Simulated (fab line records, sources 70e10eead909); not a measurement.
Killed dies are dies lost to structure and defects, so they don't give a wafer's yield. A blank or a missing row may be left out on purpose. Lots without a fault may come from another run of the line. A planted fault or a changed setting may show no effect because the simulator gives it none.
Which tool did it? | flow nand_harc | 22 lots, 66 wafers sampled, at 6 steps of a route of 1302

WHAT THE GAUGES READ, wafer by wafer
The record holds no reading of a measuring or inspecting step that can be judged against a usual standard deviation.

WHICH TOOL RAN EACH LOT (tool, then ch and the chambers of the sampled wafers, then the start)
lot  | NHARC_P_ZERO_WELL_DESCUM_39        | NHARC_P_ZERO_WELL_RTA_42         | NHARC_P_STI_CMP_21            | NHARC_P_GATE_ETCH_104              | NHARC_P_GATE_HM_OPEN_105                      | NHARC_P_GATE_DESCUM_48
L074 | rie_diel-03 ch 0,2, day 2 00:22    | rtp_anneal-01 ch 0, day 2 03:04  | cmp-04 ch 0,1,2, day 3 22:44  | rie_diel-08 ch 0,3, day 5 09:31    | rie_diel-08 ch 2,3, day 5 21:22 or earlier    | rie_diel-01 ch 0,3, day 5 21:22
L075 | rie_diel-04 ch 0,3, day 2 10:25    | rtp_anneal-02 ch 0, day 2 13:14  | cmp-04 ch 0,1,3, day 4 04:55  | rie_diel-01 ch 0,2,3, day 5 10:01  | rie_diel-01 ch 2,3, day 5 23:58 or earlier    | rie_diel-01 ch 0,2,3, day 5 23:58
L076 | rie_diel-03 ch 0,1,2, day 2 20:19  | rtp_anneal-01 ch 0, day 2 23:08  | cmp-02 ch 0,1, day 4 12:08    | rie_diel-01 ch 0,2,3, day 5 21:32  | rie_diel-01 ch 0,2, day 6 09:22 or earlier    | rie_diel-08 ch 1,2, day 6 09:22
L077 | rie_diel-04 ch 0,1,2, day 3 13:34  | rtp_anneal-01 ch 0, day 3 16:10  | cmp-03 ch 1,2, day 5 05:05    | rie_diel-01 ch 0,1, day 6 14:11    | rie_diel-01 ch 1,3, day 7 02:00 or earlier    | rie_diel-05 ch 0,3, day 7 02:00
L078 | rie_diel-04 ch 0,1,3, day 3 16:17  | rtp_anneal-01 ch 0, day 3 19:12  | cmp-02 ch 2,3, day 5 05:07    | rie_diel-08 ch 0,2,3, day 6 13:47  | rie_diel-08 ch 0,1,2, day 7 01:45 or earlier  | rie_diel-01 ch 0,1,3, day 7 01:45
L079 | rie_diel-11 ch 0,1,2, day 4 02:29  | rtp_anneal-01 ch 0, day 4 04:59  | cmp-03 ch 0,2,3, day 5 17:51  | rie_diel-01 ch 0,1,2, day 7 05:11  | rie_diel-01 ch 0,2,3, day 7 17:03 or earlier  | rie_diel-08 ch 1,2,3, day 7 17:03
L080 | rie_diel-03 ch 0,1,3, day 4 13:44  | rtp_anneal-02 ch 0, day 4 16:21  | cmp-03 ch 0,1,2, day 6 02:30  | rie_diel-05 ch 2,3, day 7 16:35    | rie_diel-05 ch 0,1,2, day 8 04:27 or earlier  | rie_diel-05 ch 1,2,3, day 8 04:27
L081 | rie_diel-11 ch 0,1,3, day 4 22:19  | rtp_anneal-01 ch 0, day 5 00:56  | cmp-03 ch 1,2,3, day 6 15:27  | rie_diel-08 ch 1,2,3, day 8 00:55  | rie_diel-08 ch 1,2,3, day 8 12:57 or earlier  | rie_diel-08 ch 1,2,3, day 8 12:57
L082 | rie_diel-04 ch 1,2,3, day 5 08:16  | rtp_anneal-02 ch 0, day 5 10:53  | cmp-03 ch 1,2, day 7 03:00    | rie_diel-05 ch 0,1,3, day 8 11:56  | rie_diel-05 ch 0,2,3, day 8 23:50 or earlier  | rie_diel-01 ch 0,2, day 8 23:50
L083 | rie_diel-11 ch 0,2,3, day 5 18:30  | rtp_anneal-01 ch 0, day 5 21:11  | cmp-03 ch 2,3, day 7 15:55    | rie_diel-01 ch 0,1,2, day 9 06:11  | rie_diel-01 ch 0,1, day 9 17:59 or earlier    | rie_diel-08 ch 0,1,2, day 9 17:59
L084 | rie_diel-03 ch 1,2, day 6 04:37    | rtp_anneal-02 ch 0, day 6 07:27  | cmp-04 ch 1,3, day 8 00:53    | rie_diel-05 ch 0,2,3, day 9 12:08  | rie_diel-05 ch 1,3, day 10 00:04 or earlier   | rie_diel-05 ch 2,3, day 10 00:04
L085 | rie_diel-04 ch 0,1,2, day 6 14:17  | rtp_anneal-01 ch 0, day 6 17:02  | cmp-02 ch 1,2,3, day 8 06:46  | rie_diel-05 ch 0,1, day 9 17:22    | rie_diel-05 ch 0,3, day 10 05:10 or earlier   | rie_diel-05 ch 2,3, day 10 05:10
L086 | rie_diel-11 ch 2,3, day 7 00:34    | rtp_anneal-01 ch 0, day 7 03:17  | cmp-02 ch 0,2,3, day 8 15:01  | rie_diel-08 ch 0,1, day 9 22:09    | rie_diel-08 ch 0,1, day 10 10:03 or earlier   | rie_diel-05 ch 1,2,3, day 10 10:03
L087 | rie_diel-03 ch 0,2,3, day 7 10:08  | rtp_anneal-01 ch 0, day 7 12:44  | cmp-04 ch 0,2,3, day 8 23:15  | rie_diel-05 ch 0,2,3, day 10 07:51 | rie_diel-05 ch 0,2,3, day 10 19:41 or earlier | rie_diel-01 ch 0,1,3, day 10 19:41
L088 | rie_diel-11 ch 0,2,3, day 7 23:28  | rtp_anneal-01 ch 0, day 8 02:08  | cmp-02 ch 1,2,3, day 9 15:50  | rie_diel-01 ch 1,2, day 11 02:07   | rie_diel-01 ch 1,2,3, day 11 13:54 or earlier | rie_diel-08 ch 0,1, day 11 13:54
L089 | rie_diel-11 ch 0,2,3, day 8 06:19  | rtp_anneal-01 ch 0, day 8 09:04  | cmp-04 ch 0,1,2, day 9 22:00  | rie_diel-05 ch 0,1, day 11 01:37   | rie_diel-05 ch 1,2, day 11 13:29 or earlier   | rie_diel-05 ch 0,1,3, day 11 13:29
L090 | rie_diel-03 ch 0,1,3, day 8 16:29  | rtp_anneal-02 ch 0, day 8 18:58  | cmp-04 ch 0,1,2, day 10 06:08 | rie_diel-01 ch 0,1,3, day 11 22:16 | rie_diel-01 ch 0,1,2, day 12 10:05 or earlier | rie_diel-01 ch 0,1,2, day 12 10:05
L091 | rie_diel-03 ch 0,2,3, day 9 02:31  | rtp_anneal-02 ch 0, day 9 05:08  | cmp-03 ch 0,1,2, day 10 17:50 | rie_diel-01 ch 1,2,3, day 12 04:57 | rie_diel-01 ch 0,1,3, day 12 16:39 or earlier | rie_diel-01 ch 0,1,3, day 12 16:39
L092 | rie_diel-04 ch 0,1,2, day 9 12:16  | rtp_anneal-02 ch 0, day 9 14:52  | cmp-02 ch 0,1,2, day 11 02:41 | rie_diel-08 ch 1,2, day 12 12:04   | rie_diel-08 ch 0,1,2, day 12 23:58 or earlier | rie_diel-05 ch 0,1, day 12 23:58
L093 | rie_diel-11 ch 0,1,3, day 9 22:17  | rtp_anneal-01 ch 0, day 10 00:47 | cmp-03 ch 2,3, day 11 12:50   | rie_diel-08 ch 1,2, day 12 22:46   | rie_diel-08 ch 0,2,3, day 13 10:37 or earlier | rie_diel-08 ch 0,1,3, day 13 10:37
L095 | rie_diel-04 ch 0,2,3, day 10 18:55 | rtp_anneal-02 ch 0, day 10 21:35 | cmp-04 ch 1,2,3, day 12 10:18 | rie_diel-01 ch 0,1,3, day 13 17:44 | rie_diel-01 ch 0,2,3, day 14 05:38 or earlier | rie_diel-08 ch 0,1,3, day 14 05:38
L096 | rie_diel-03 ch 1,2,3, day 11 04:26 | rtp_anneal-02 ch 0, day 11 06:58 | cmp-04 ch 0,1,2, day 12 20:53 | rie_diel-08 ch 0,1,3, day 14 04:07 | rie_diel-08 ch 0,1,3, day 14 16:02 or earlier | rie_diel-05 ch 1,2,3, day 14 16:02
- NHARC_P_ZERO_WELL_DESCUM_39: chemistry O2, time 3 s.
- NHARC_P_ZERO_WELL_RTA_42: time 300 s.
- NHARC_P_STI_CMP_21: polishes, t overpolish 20 s, target thk 380.67 nm.
- NHARC_P_GATE_ETCH_104: etches the open film in CF4/CHF3, target depth 60 nm.
- NHARC_P_GATE_HM_OPEN_105: chemistry O2/COS, target depth 360 nm.
- NHARC_P_GATE_DESCUM_48: chemistry O2, time 3 s.

WHAT THE TOOLS THEMSELVES READ (means of the sampled wafers that have a number; where no wafer has one, the mark that the record gives instead)
NHARC_P_ZERO_WELL_DESCUM_39. Usual: drypump_motor_current_A 5.6 A, standard deviation 0.37; oes_product_au 1.004 a.u., standard deviation 0.011; rf_vpp_V 57.6 V, standard deviation 0.87; showerhead_plenum_p_Torr 1.88 Torr, standard deviation 0.093; throttle_valve_pct 11.310 %, standard deviation 0.0085.
lot  | tool        | drypump_motor_current_A (A) | oes_product_au (a.u.) | rf_vpp_V (V) | showerhead_plenum_p_Torr (Torr) | throttle_valve_pct (%) | flag
L074 | rie_diel-03 | 5.8                         | 1.004                 | 57.8         | 1.79                            | 11.313                 |
L075 | rie_diel-04 | 5.3                         | 1.008                 | 57.1         | 1.81                            | 11.309                 |
L076 | rie_diel-03 | 5.7                         | 0.998                 | 57.7         | 1.82                            | 11.311                 |
L077 | rie_diel-04 | 5.6                         | 1.001                 | 57.3         | 1.84                            | 11.317                 |
L078 | rie_diel-04 | 5.6                         | 1.001                 | 56.3         | 1.80                            | 11.313                 |
L079 | rie_diel-11 | 5.8                         | 1.002                 | 57.0         | 1.86                            | 11.309                 |
L080 | rie_diel-03 | 5.7                         | 1.003                 | 57.5         | 1.89                            | 11.312                 |
L081 | rie_diel-11 | 5.6                         | 1.001                 | 57.0         | 1.90                            | 11.310                 |
L082 | rie_diel-04 | 5.5                         | 0.998                 | 57.5         | 1.84                            | 11.305                 |
L083 | rie_diel-11 | 5.5                         | 0.992                 | 57.0         | 1.89                            | 11.306                 |
L084 | rie_diel-03 | 5.5                         | 1.005                 | 57.7         | 1.85                            | 11.310                 |
L085 | rie_diel-04 | 5.6                         | 1.004                 | 57.9         | 1.83                            | 11.309                 |
L086 | rie_diel-11 | 5.5                         | 0.999                 | 58.3         | 1.90                            | 11.306                 |
L087 | rie_diel-03 | 6.0                         | 1.002                 | 58.4         | 1.95                            | 11.310                 |
L088 | rie_diel-11 | 5.4                         | 0.986                 | 57.4         | 1.88                            | 11.305                 |
L089 | rie_diel-11 | 5.4                         | 0.992                 | 57.4         | 1.88                            | 11.303                 |
L090 | rie_diel-03 | 5.7                         | 1.013                 | 59.0         | 1.98                            | 11.312                 |
L091 | rie_diel-03 | 6.0                         | 1.017                 | 57.5         | 1.95                            | 11.308                 |
L092 | rie_diel-04 | 5.7                         | 1.005                 | 57.4         | 1.92                            | 11.314                 |
L093 | rie_diel-11 | 5.6                         | 1.009                 | 57.4         | 1.88                            | 11.306                 |
L095 | rie_diel-04 | 5.4                         | 1.002                 | 57.4         | 1.84                            | 11.300                 |
L096 | rie_diel-03 | 5.9                         | 1.001                 | 58.2         | 1.88                            | 11.314                 |

NHARC_P_ZERO_WELL_RTA_42. Usual: lamp_power_pct 37.90 %, standard deviation 0.059; wafer_temp_C_max 1105.4, standard deviation 2.
lot  | tool          | lamp_power_pct (%) | wafer_temp_C_max | flag
L074 | rtp_anneal-01 | 37.94              | 1104.3           |
L075 | rtp_anneal-02 | 37.99              | 1106.5           |
L076 | rtp_anneal-01 | 37.86              | 1103.5           |
L077 | rtp_anneal-01 | 37.89              | 1104.1           |
L078 | rtp_anneal-01 | 37.82              | 1103.8           |
L079 | rtp_anneal-01 | 37.85              | 1104.0           |
L080 | rtp_anneal-02 | 37.95              | 1107.2           |
L081 | rtp_anneal-01 | 37.82              | 1103.1           |
L082 | rtp_anneal-02 | 37.86              | 1107.9           |
L083 | rtp_anneal-01 | 37.89              | 1104.0           |
L084 | rtp_anneal-02 | 38.00              | 1107.0           |
L085 | rtp_anneal-01 | 37.88              | 1102.8           |
L086 | rtp_anneal-01 | 37.85              | 1104.0           |
L087 | rtp_anneal-01 | 37.86              | 1104.4           |
L088 | rtp_anneal-01 | 37.88              | 1104.9           |
L089 | rtp_anneal-01 | 37.85              | 1105.1           |
L090 | rtp_anneal-02 | 37.96              | 1106.3           |
L091 | rtp_anneal-02 | 37.89              | 1107.4           |
L092 | rtp_anneal-02 | 37.98              | 1108.5           |
L093 | rtp_anneal-01 | 37.87              | 1103.9           |
L095 | rtp_anneal-02 | 37.98              | 1106.7           |
L096 | rtp_anneal-02 | 37.92              | 1107.9           |

NHARC_P_STI_CMP_21. Usual: motor_current_A 12.2 A, standard deviation 1.3; overpolish_run_s 20.002 s, standard deviation 0.0088.
lot  | tool   | motor_current_A (A) | overpolish_run_s (s) | flag
L074 | cmp-04 | 12.5                | 19.997               |
L075 | cmp-04 | 13.3                | 19.998               |
L076 | cmp-02 | 12.4                | 19.998               |
L077 | cmp-03 | 10.8                | 20.003               |
L078 | cmp-02 | 12.0                | 20.002               |
L079 | cmp-03 | 11.0                | 20.008               |
L080 | cmp-03 | 10.8                | 19.998               |
L081 | cmp-03 | 11.5                | 19.998               |
L082 | cmp-03 | 11.1                | 20.006               |
L083 | cmp-03 | 11.7                | 20.005               |
L084 | cmp-04 | 13.6                | 20.006               |
L085 | cmp-02 | 11.7                | 20.003               |
L086 | cmp-02 | 12.6                | 19.999               |
L087 | cmp-04 | 13.1                | 19.997               |
L088 | cmp-02 | 11.4                | 20.004               |
L089 | cmp-04 | 12.9                | 20.006               |
L090 | cmp-04 | 12.6                | 20.002               |
L091 | cmp-03 | 10.7                | 20.004               |
L092 | cmp-02 | 12.4                | 20.007               |
L093 | cmp-03 | 11.2                | 20.000               |
L095 | cmp-04 | 13.6                | 20.003               |
L096 | cmp-04 | 12.7                | 20.003               |

NHARC_P_GATE_ETCH_104. Usual: drypump_motor_current_A 5.68 A, standard deviation 0.29; oes_product_au 0.942 a.u., standard deviation 0.025; rf_vpp_V 370.4 V, standard deviation 2; showerhead_plenum_p_Torr 1.56 Torr, standard deviation 0.054; throttle_valve_pct 16.803 %, standard deviation 0.0095.
lot  | tool        | drypump_motor_current_A (A) | oes_product_au (a.u.) | rf_vpp_V (V) | showerhead_plenum_p_Torr (Torr) | throttle_valve_pct (%) | flag
L074 | rie_diel-08 | 5.40                        | 0.940                 | 369.9        | 1.53                            | 16.801                 |
L075 | rie_diel-01 | 5.77                        | 0.971                 | 370.7        | 1.56                            | 16.809                 |
L076 | rie_diel-01 | 5.78                        | 0.929                 | 369.3        | 1.56                            | 16.793                 |
L077 | rie_diel-01 | 5.54                        | 0.925                 | 370.4        | 1.56                            | 16.799                 |
L078 | rie_diel-08 | 5.59                        | 0.960                 | 368.6        | 1.51                            | 16.808                 |
L079 | rie_diel-01 | 5.52                        | 0.963                 | 371.2        | 1.58                            | 16.799                 |
L080 | rie_diel-05 | 5.67                        | 0.915                 | 371.2        | 1.58                            | 16.804                 |
L081 | rie_diel-08 | 5.73                        | 0.951                 | 368.9        | 1.54                            | 16.798                 |
L082 | rie_diel-05 | 5.60                        | 0.920                 | 371.1        | 1.60                            | 16.806                 |
L083 | rie_diel-01 | 5.52                        | 0.926                 | 371.0        | 1.58                            | 16.808                 |
L084 | rie_diel-05 | 5.75                        | 0.969                 | 372.0        | 1.59                            | 16.799                 |
L085 | rie_diel-05 | 5.70                        | 0.918                 | 371.8        | 1.60                            | 16.816                 |
L086 | rie_diel-08 | 5.61                        | 0.963                 | 371.1        | 1.58                            | 16.808                 |
L087 | rie_diel-05 | 5.76                        | 0.971                 | 372.3        | 1.59                            | 16.801                 |
L088 | rie_diel-01 | 5.41                        | 0.917                 | 371.6        | 1.60                            | 16.801                 |
L089 | rie_diel-05 | 5.68                        | 0.927                 | 371.5        | 1.60                            | 16.802                 |
L090 | rie_diel-01 | 5.79                        | 0.919                 | 368.2        | 1.53                            | 16.797                 |
L091 | rie_diel-01 | 5.69                        | 0.963                 | 370.2        | 1.57                            | 16.804                 |
L092 | rie_diel-08 | 5.94                        | 0.918                 | 370.6        | 1.59                            | 16.798                 |
L093 | rie_diel-08 | 5.96                        | 0.948                 | 371.0        | 1.54                            | 16.804                 |
L095 | rie_diel-01 | 5.77                        | 0.964                 | 369.7        | 1.53                            | 16.810                 |
L096 | rie_diel-08 | 5.56                        | 0.922                 | 370.0        | 1.55                            | 16.803                 |

NHARC_P_GATE_HM_OPEN_105. Usual: cos_flow_sccm 20.01 sccm, standard deviation 0.062; drypump_motor_current_A 5.69 A, standard deviation 0.29; oes_product_au 0.994 a.u., standard deviation 0.011; rf_vpp_V 466.9 V, standard deviation 2.4; showerhead_plenum_p_Torr 3.10 Torr, standard deviation 0.11; throttle_valve_pct 28.329 %, standard deviation 0.0093.
lot  | tool        | cos_flow_sccm (sccm) | drypump_motor_current_A (A) | oes_product_au (a.u.) | rf_vpp_V (V) | showerhead_plenum_p_Torr (Torr) | throttle_valve_pct (%) | flag
L074 | rie_diel-08 | 20.01                | 5.77                        | 1.000                 | 463.9        | 2.97                            | 28.318                 |
L075 | rie_diel-01 | 19.99                | 5.70                        | 0.995                 | 468.1        | 3.16                            | 28.314                 |
L076 | rie_diel-01 | 20.02                | 5.65                        | 0.993                 | 467.1        | 3.11                            | 28.326                 |
L077 | rie_diel-01 | 20.06                | 5.69                        | 0.998                 | 467.0        | 3.08                            | 28.322                 |
L078 | rie_diel-08 | 20.03                | 5.80                        | 1.002                 | 466.4        | 3.09                            | 28.335                 |
L079 | rie_diel-01 | 20.06                | 5.78                        | 0.994                 | 466.1        | 3.09                            | 28.331                 |
L080 | rie_diel-05 | 20.06                | 5.65                        | 0.992                 | 468.9        | 3.18                            | 28.331                 |
L081 | rie_diel-08 | 20.02                | 5.75                        | 0.999                 | 465.7        | 3.05                            | 28.327                 |
L082 | rie_diel-05 | 20.02                | 5.76                        | 0.991                 | 468.6        | 3.15                            | 28.329                 |
L083 | rie_diel-01 | 19.95                | 5.54                        | 1.005                 | 467.2        | 3.10                            | 28.334                 |
L084 | rie_diel-05 | 20.00                | 5.41                        | 0.988                 | 469.6        | 3.20                            | 28.324                 |
L085 | rie_diel-05 | 19.99                | 5.81                        | 0.996                 | 467.6        | 3.16                            | 28.319                 |
L086 | rie_diel-08 | 20.02                | 5.77                        | 1.000                 | 469.1        | 3.18                            | 28.336                 |
L087 | rie_diel-05 | 19.98                | 5.75                        | 0.998                 | 467.4        | 3.15                            | 28.325                 |
L088 | rie_diel-01 | 19.97                | 5.70                        | 0.991                 | 466.3        | 3.12                            | 28.332                 |
L089 | rie_diel-05 | 20.00                | 5.44                        | 0.986                 | 468.0        | 3.19                            | 28.340                 |
L090 | rie_diel-01 | 20.06                | 5.53                        | 0.978                 | 468.3        | 3.14                            | 28.332                 |
L091 | rie_diel-01 | 20.05                | 5.79                        | 0.998                 | 466.1        | 3.04                            | 28.328                 |
L092 | rie_diel-08 | 19.99                | 5.80                        | 1.007                 | 466.5        | 3.09                            | 28.335                 |
L093 | rie_diel-08 | 20.00                | 5.59                        | 0.995                 | 464.2        | 2.99                            | 28.330                 |
L095 | rie_diel-01 | 20.03                | 5.81                        | 0.999                 | 466.3        | 3.08                            | 28.333                 |
L096 | rie_diel-08 | 20.06                | 5.57                        | 0.999                 | 465.9        | 3.08                            | 28.336                 |

NHARC_P_GATE_DESCUM_48. Usual: drypump_motor_current_A 5.68 A, standard deviation 0.27; oes_product_au 0.996 a.u., standard deviation 0.012; rf_vpp_V 57.8 V, standard deviation 0.96; showerhead_plenum_p_Torr 1.91 Torr, standard deviation 0.066; throttle_valve_pct 11.312 %, standard deviation 0.0086.
lot  | tool        | drypump_motor_current_A (A) | oes_product_au (a.u.) | rf_vpp_V (V) | showerhead_plenum_p_Torr (Torr) | throttle_valve_pct (%) | flag
L074 | rie_diel-01 | 5.89                        | 0.994                 | 57.7         | 1.84                            | 11.314                 |
L075 | rie_diel-01 | 5.78                        | 0.994                 | 57.9         | 1.89                            | 11.309                 |
L076 | rie_diel-08 | 5.94                        | 1.004                 | 57.8         | 1.93                            | 11.310                 |
L077 | rie_diel-05 | 5.72                        | 1.006                 | 58.3         | 1.93                            | 11.315                 |
L078 | rie_diel-01 | 5.77                        | 1.011                 | 57.8         | 1.86                            | 11.309                 |
L079 | rie_diel-08 | 5.74                        | 0.991                 | 57.8         | 1.87                            | 11.315                 |
L080 | rie_diel-05 | 5.57                        | 0.994                 | 58.1         | 1.94                            | 11.312                 |
L081 | rie_diel-08 | 5.72                        | 1.002                 | 57.3         | 1.87                            | 11.314                 |
L082 | rie_diel-01 | 5.51                        | 0.990                 | 58.3         | 1.95                            | 11.321                 |
L083 | rie_diel-08 | 5.80                        | 1.011                 | 57.8         | 1.89                            | 11.310                 |
L084 | rie_diel-05 | 5.65                        | 1.002                 | 57.9         | 1.93                            | 11.314                 |
L085 | rie_diel-05 | 5.69                        | 1.008                 | 58.5         | 1.92                            | 11.317                 |
L086 | rie_diel-05 | 5.53                        | 0.993                 | 58.1         | 1.94                            | 11.311                 |
L087 | rie_diel-01 | 5.77                        | 0.999                 | 57.3         | 1.86                            | 11.301                 |
L088 | rie_diel-08 | 5.61                        | 1.005                 | 58.7         | 1.91                            | 11.307                 |
L089 | rie_diel-05 | 5.60                        | 0.983                 | 57.7         | 1.95                            | 11.299                 |
L090 | rie_diel-01 | 5.54                        | 0.987                 | 58.0         | 1.93                            | 11.322                 |
L091 | rie_diel-01 | 5.75                        | 0.999                 | 58.0         | 1.86                            | 11.324                 |
L092 | rie_diel-05 | 5.70                        | 0.979                 | 57.8         | 1.95                            | 11.307                 |
L093 | rie_diel-08 | 5.56                        | 1.001                 | 56.8         | 1.88                            | 11.313                 |
L095 | rie_diel-08 | 5.55                        | 1.005                 | 57.7         | 1.88                            | 11.318                 |
L096 | rie_diel-05 | 5.52                        | 0.992                 | 57.6         | 1.94                            | 11.312                 |

THE ANSWER, worked out from the rows above alone
Rule: a lot is off if the mean of its wafers that have a number lies more than 3 standard deviations from the usual mean. A lot without any number at a reading at which 4 lots or more have one is off too. The other lots that the step has rows for count as sound. The gauges are gone through in route order, then the tools' own readings, and for those a lot's mean is taken as printed above. The first step at which some lot is off is used, and at that step the reading that is off furthest; a lot without a number counts as furthest.
No lot is off at any reading shown: from this, nothing can be told.

WHAT THE SIMULATOR HAD PUT IN
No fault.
